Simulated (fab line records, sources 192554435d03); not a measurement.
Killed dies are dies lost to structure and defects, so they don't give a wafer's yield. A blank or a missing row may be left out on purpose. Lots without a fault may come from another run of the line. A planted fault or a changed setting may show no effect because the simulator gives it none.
Chamber matching | flow n5_finfet | N5_BEOL_M11_ETCH_66 on rie_diel-06: 4 sister chambers
The step etches SOC in N2/H2, target depth 120 nm, overetch 24 nm, time 180 s. 22 wafers are shown with their chamber, then 11 later ones without.

WAFERS WITH THEIR CHAMBER
wafer  | chamber | showerhead_plenum_p_Torr (Torr) | drypump_motor_current_A (A) | throttle_valve_pct (%)
L074.2 | 1       | 2.44                            | 5.66                        | 17.99
L074.3 | 0       | 2.47                            | 5.57                        | 17.67
L074.5 | 3       | 2.42                            | 5.88                        | 17.66
L076.1 | 3       | 2.42                            | 5.86                        | 17.68
L076.2 | 1       | 2.44                            | 5.66                        | 17.99
L076.6 | 1       | 2.44                            | 5.65                        | 17.98
L078.1 | 1       | 2.44                            | 5.65                        | 18.01
L078.2 | 2       | 2.74                            | 5.35                        | 17.86
L078.4 | 0       | 2.47                            | 5.57                        | 17.69
L081.1 | 0       | 2.47                            | 5.55                        | 17.69
L081.4 | 1       | 2.43                            | 5.65                        | 18.01
L081.6 | 3       | 2.42                            | 5.88                        | 17.68
L083.2 | 2       | 2.74                            | 5.36                        | 17.87
L083.3 | 0       | 2.47                            | 5.56                        | 17.70
L083.4 | 1       | 2.43                            | 5.65                        | 18.03
L082.2 | 1       | 2.43                            | 5.66                        | 18.03
L082.4 | 2       | 2.74                            | 5.35                        | 17.89
L082.5 | 1       | 2.43                            | 5.65                        | 18.02
L085.3 | 0       | 2.46                            | 5.57                        | 17.71
L085.4 | 2       | 2.73                            | 5.34                        | 17.90
L085.5 | 3       | 2.41                            | 5.87                        | 17.72
L088.1 | 3       | 2.41                            | 5.87                        | 17.74

SIGNATURES (means of the wafers above)
reading                  | chamber 0 | chamber 1 | chamber 2 | chamber 3 | scatter within a chamber
showerhead_plenum_p_Torr | 2.4680    | 2.4350    | 2.7375    | 2.4160    | 0.00514
drypump_motor_current_A  | 5.5640    | 5.6538    | 5.3500    | 5.8720    | 0.00741
throttle_valve_pct       | 17.6920   | 18.0075   | 17.8800   | 17.6960   | 0.022
Rule: a wafer's distance from a chamber is the root of the sum, over the readings, of the square of ((its reading less the chamber's mean) divided by the reading's scatter). The wafer belongs to the nearest chamber; if the next one is less than 2 further off, it can't be placed. The scatter: the root of (the sum of the squares of (reading less its chamber's mean) over the shown wafers, divided by (wafers less chambers)).

WAFERS WITHOUT THEIR CHAMBER
wafer  | showerhead_plenum_p_Torr (Torr) | drypump_motor_current_A (A) | throttle_valve_pct (%)
L088.3 | 2.43                            | 5.68                        | 18.03
L088.4 | 2.46                            | 5.57                        | 17.73
L094.1 | 2.42                            | 5.63                        | 18.06
L094.3 | 2.40                            | 5.87                        | 17.73
L094.5 | 2.73                            | 5.36                        | 17.90
L095.4 | 2.46                            | 5.58                        | 17.74
L095.5 | 2.73                            | 5.36                        | 17.93
L095.6 | 2.40                            | 5.87                        | 17.73
L097.2 | 2.73                            | 5.35                        | 17.90
L097.3 | 2.40                            | 5.86                        | 17.74
L097.5 | 2.45                            | 5.56                        | 17.74

WHICH CHAMBER EACH WENT THROUGH
wafer  | from the rows above | in truth
L088.3 | 1                   | 1
L088.4 | 0                   | 0
L094.1 | 1                   | 1
L094.3 | 3                   | 3
L094.5 | 2                   | 2
L095.4 | 0                   | 0
L095.5 | 2                   | 2
L095.6 | 3                   | 3
L097.2 | 2                   | 2
L097.3 | 3                   | 3
L097.5 | 0                   | 0
Placed correctly: 11 of 11. Can't be placed from these rows: 0. Placed wrongly: 0.
